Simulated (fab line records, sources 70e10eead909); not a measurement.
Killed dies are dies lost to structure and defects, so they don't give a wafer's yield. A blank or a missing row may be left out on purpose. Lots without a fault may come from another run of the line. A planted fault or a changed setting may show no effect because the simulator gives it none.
One fault seen from 3 desks | flow nand_harc | each desk has only its own numbers; what lay behind them comes last

THE METROLOGY DESK
What the gauges read, lot by lot, whatever tool the lot ran on: means of the sampled wafers that have a number. A lot is out of limits, marked OUT, if its mean lies more than 4 standard deviations from the usual mean; the brackets give that distance.
Columns: A = overlay_x_nm at NHARC_HYBRID_BOND_OVL_MEAS_05, usual -2 nm; B = overlay_y_nm at NHARC_HYBRID_BOND_OVL_MEAS_05, usual 0 nm
lot  | first seen here | A   | B
L453 | day 23 01:31    | 10  | -39
L455 | day 24 11:13    | 15  | -5
L464 | day 28 11:40    | 2   | -14
L462 | day 28 19:07    | -2  | -12
L466 | day 28 19:07    | -24 | 34
L467 | day 29 11:35    | 2   | -5
L468 | day 29 20:32    | 2   | 9
L472 | day 31 18:05    | 3   | -6
L473 | day 31 18:05    | 14  | -1
L474 | day 32 10:07    | -6  | 14
L475 | day 32 10:07    | -11 | 7
L476 | day 33 23:52    | 3   | -8
This desk's finding: nothing out of limits on any of the 12 lots.

THE DEFECT DESK
What the inspections along the route counted, lot by lot: means of the sampled wafers that have a number. A lot is out of limits, marked OUT, if its mean lies more than 4 standard deviations from the usual mean; the brackets give that distance.
Columns: A = raw_defect_count at NHARC_THIN_TSV_INSPECT_40, usual 527
lot  | first seen here | A
L453 | day 23 16:05    | 532
L455 | day 25 01:50    | 495
L464 | day 29 02:19    | 1207 (+7.3) OUT
L462 | day 29 12:51    | 1104 (+6.2) OUT
L466 | day 29 12:52    | 553
L467 | day 30 01:59    | 749
L468 | day 30 11:08    | 581
L472 | day 32 17:43    | 456
L473 | day 32 17:43    | 522
L474 | day 33 00:58    | 472
L475 | day 33 00:58    | 549
L476 | day 34 15:31    | 529
This desk's finding: out of limits on L462, L464; first on L464, day 29 02:19 (raw_defect_count at NHARC_THIN_TSV_INSPECT_40). In limits: L453, L455, L466, L467, L468, L472, L473, L474, L475, L476.

THE TOOL OWNER'S DESK: rie_metal-02
The tool's own readings at NHARC_THIN_TSV_ETCH_59 (etches the open film in Cl2/BCl3, target depth 880 nm, time 138.1 s): means of the sampled wafers that have a number, for each lot that ran on this tool. A lot is out of limits, marked OUT, if its mean lies more than 4 standard deviations from the usual mean; the brackets give that distance.
Columns: A = drypump_motor_current_A at NHARC_THIN_TSV_ETCH_59, usual 5.78 A; B = oes_product_au at NHARC_THIN_TSV_ETCH_59, usual 1.000 a.u.; C = throttle_valve_pct at NHARC_THIN_TSV_ETCH_59, usual 22.264 %
lot  | first seen here | A    | B     | C
L464 | day 28 20:31    | 5.77 | 1.017 | 22.264
L462 | day 29 04:31    | 5.75 | 1.017 | 22.271
L473 | day 32 09:56    | 5.77 | 1.008 | 22.263
This desk's finding: nothing out of limits on any of the 3 lots.

PUT TOGETHER
The defect desk could have raised an alarm at day 29 02:19, on L462, L464.
The metrology desk saw nothing out of limits.
The tool owner's desk saw nothing out of limits.
The metrology desk has L462, L464 on record, within its limits.
The tool owner's desk has L462, L464 on record, within its limits.
Of the lots named, all ran NHARC_THIN_TSV_ETCH_59 on rie_metal-02.

WHAT THE SIMULATOR HAD PUT IN
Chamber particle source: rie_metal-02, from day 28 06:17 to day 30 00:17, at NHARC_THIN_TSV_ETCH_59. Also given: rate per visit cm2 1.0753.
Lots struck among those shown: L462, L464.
Hours from the fault's start to each desk's first reading out of limits: the defect desk, 20.
